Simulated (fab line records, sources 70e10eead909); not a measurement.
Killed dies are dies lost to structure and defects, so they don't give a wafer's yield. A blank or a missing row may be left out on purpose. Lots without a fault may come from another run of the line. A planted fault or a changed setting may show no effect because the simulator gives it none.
Tool commonality check | flow nand_harc | 14 lots, 42 wafers sampled

WHY IT WAS OPENED
At NHARC_END_SORT_01 the reading killed_at_periphery is flagged on 2 of 14 lots. Wafers without a fault read 3.1, standard deviation 2.1.
Rule: a lot is flagged when every wafer of it that has a number lies more than 4 standard deviations from that mean, or none has a number. The other lots count as sound.

lot  | measured     | on        | killed_at_periphery, wafer by wafer | flag
L589 | day 19 19:13 | prober-02 | 2 1 1                               |
L588 | day 19 23:43 | prober-01 | 1 0 0                               |
L585 | day 20 01:26 | prober-02 | 4 4 2                               |
L591 | day 20 16:18 | prober-01 | 79 73 79                            | FLAGGED
L586 | day 20 23:13 | prober-02 | 4 3 3                               |
L592 | day 21 15:00 | prober-02 | 2 4 3                               |
L593 | day 21 21:58 | prober-01 | 37 72 81                            | FLAGGED
L602 | day 23 03:21 | prober-02 | 4 3 3                               |
L599 | day 23 10:24 | prober-01 | 0 3 0                               |
L604 | day 23 21:01 | prober-02 | 5 1 4                               |
L603 | day 24 01:56 | prober-01 | 2 7 2                               |
L606 | day 24 20:56 | prober-01 | 5 1 5                               |
L607 | day 24 20:57 | prober-02 | 5 2 0                               |
L608 | day 25 05:35 | prober-01 | 7 6 6                               |
The numbers of the flagged lots are 70.2 on average: +67.1 against the usual, or +32 standard deviations.

WHICH TOOL RAN EACH LOT
The record holds 3 process steps before the reading, out of a route of 1159 steps. In each cell: the tool, then ch and the chambers that the sampled wafers went through, then the start.
lot  | flag    | NHARC_P_CONTACT_PVD_32       | NHARC_A_BONDPAD_PVD_17                  | NHARC_A_BONDPAD_ANNEAL_28
L589 |         | pvd_sputter-02, day 6 10:40  | pvd_sputter-01, day 18 07:17 or earlier | rtp_anneal-01 ch 0, day 18 07:17
L588 |         | pvd_sputter-03, day 6 10:04  | pvd_sputter-03, day 18 05:26 or earlier | rtp_anneal-02 ch 0, day 18 05:26
L585 |         | pvd_sputter-01, day 5 23:54  | pvd_sputter-02, day 18 08:04 or earlier | rtp_anneal-02 ch 0, day 18 08:04
L591 | FLAGGED | pvd_sputter-02, day 7 05:17  | pvd_sputter-01, day 19 08:27 or earlier | rtp_anneal-02 ch 0, day 19 08:27
L586 |         | pvd_sputter-01, day 5 22:59  | pvd_sputter-01, day 19 07:44 or earlier | rtp_anneal-01 ch 0, day 19 07:44
L592 |         | pvd_sputter-01, day 7 09:47  | pvd_sputter-01, day 20 04:37 or earlier | rtp_anneal-02 ch 0, day 20 04:37
L593 | FLAGGED | pvd_sputter-02, day 7 21:13  | pvd_sputter-01, day 20 11:20 or earlier | rtp_anneal-01 ch 0, day 20 11:20
L602 |         | pvd_sputter-01, day 10 00:44 | pvd_sputter-03, day 21 19:34 or earlier | rtp_anneal-01 ch 0, day 21 19:34
L599 |         | pvd_sputter-01, day 9 23:23  | pvd_sputter-02, day 22 03:10 or earlier | rtp_anneal-02 ch 0, day 22 03:10
L604 |         | pvd_sputter-01, day 10 07:19 | pvd_sputter-03, day 22 14:18 or earlier | rtp_anneal-02 ch 0, day 22 14:18
L603 |         | pvd_sputter-03, day 10 05:13 | pvd_sputter-02, day 22 14:36 or earlier | rtp_anneal-01 ch 0, day 22 14:36
L606 |         | pvd_sputter-01, day 10 20:37 | pvd_sputter-01, day 23 13:11 or earlier | rtp_anneal-01 ch 0, day 23 13:11
L607 |         | pvd_sputter-03, day 11 03:07 | pvd_sputter-02, day 23 16:49 or earlier | rtp_anneal-02 ch 0, day 23 16:49
L608 |         | pvd_sputter-02, day 11 05:14 | pvd_sputter-03, day 23 17:38 or earlier | rtp_anneal-02 ch 0, day 23 17:38
What these steps do:
- NHARC_P_CONTACT_PVD_32: deposits Ti, target thk 5 nm, time 17.7 s.
- NHARC_A_BONDPAD_PVD_17: deposits TaN, target thk 5 nm, time 8.06 s.
- NHARC_A_BONDPAD_ANNEAL_28: time 90 s.
- NHARC_END_SORT_01

FLAGGED OVER TOTAL, TOOL BY TOOL (the gauges that took the reading come last)
step                      | tool           | lots run | flagged | share of the flagged lots | sound lots run after its first flagged lot
NHARC_P_CONTACT_PVD_32    | pvd_sputter-01 | 7        | 0       | none                      | -
NHARC_P_CONTACT_PVD_32    | pvd_sputter-02 | 4        | 2       | all                       | 1 (L608)
NHARC_P_CONTACT_PVD_32    | pvd_sputter-03 | 3        | 0       | none                      | -
NHARC_A_BONDPAD_PVD_17    | pvd_sputter-01 | 6        | 2       | all                       | 2 (L592,L606)
NHARC_A_BONDPAD_PVD_17    | pvd_sputter-02 | 4        | 0       | none                      | -
NHARC_A_BONDPAD_PVD_17    | pvd_sputter-03 | 4        | 0       | none                      | -
NHARC_A_BONDPAD_ANNEAL_28 | rtp_anneal-01  | 6        | 1       | some                      | 3 (L602,L603,L606)
NHARC_A_BONDPAD_ANNEAL_28 | rtp_anneal-02  | 8        | 1       | some                      | 5 (L592,L599,L604,L607,L608)
NHARC_END_SORT_01         | prober-01      | 7        | 2       | all                       | 4 (L599,L603,L606,L608)
NHARC_END_SORT_01         | prober-02      | 7        | 0       | none                      | -
NHARC_A_BONDPAD_PVD_17 gives no start for some lots, so the hours and the order of its lots are those of NHARC_A_BONDPAD_ANNEAL_28.

WHAT THE TABLE ALLOWS
3 rows of the table ran every flagged lot: pvd_sputter-02 at NHARC_P_CONTACT_PVD_32, pvd_sputter-01 at NHARC_A_BONDPAD_PVD_17, prober-01 at NHARC_END_SORT_01.
- pvd_sputter-02 at NHARC_P_CONTACT_PVD_32: 2 of its 4 lots flagged. Sound lots ran on it after the first flagged one (L608), which a lasting fault on the whole tool wouldn't allow.
- pvd_sputter-01 at NHARC_A_BONDPAD_PVD_17: 2 of its 6 lots flagged. Sound lots ran on it after the first flagged one (L592, L606), which a lasting fault on the whole tool wouldn't allow.
- prober-01 at NHARC_END_SORT_01: 2 of its 7 lots flagged. Sound lots ran on it after the first flagged one (L599, L603, L606, L608), which a lasting fault on the whole tool wouldn't allow.
No row of the table ran every flagged lot and no sound lot after the first.

WHAT THE SIMULATOR HAD PUT IN
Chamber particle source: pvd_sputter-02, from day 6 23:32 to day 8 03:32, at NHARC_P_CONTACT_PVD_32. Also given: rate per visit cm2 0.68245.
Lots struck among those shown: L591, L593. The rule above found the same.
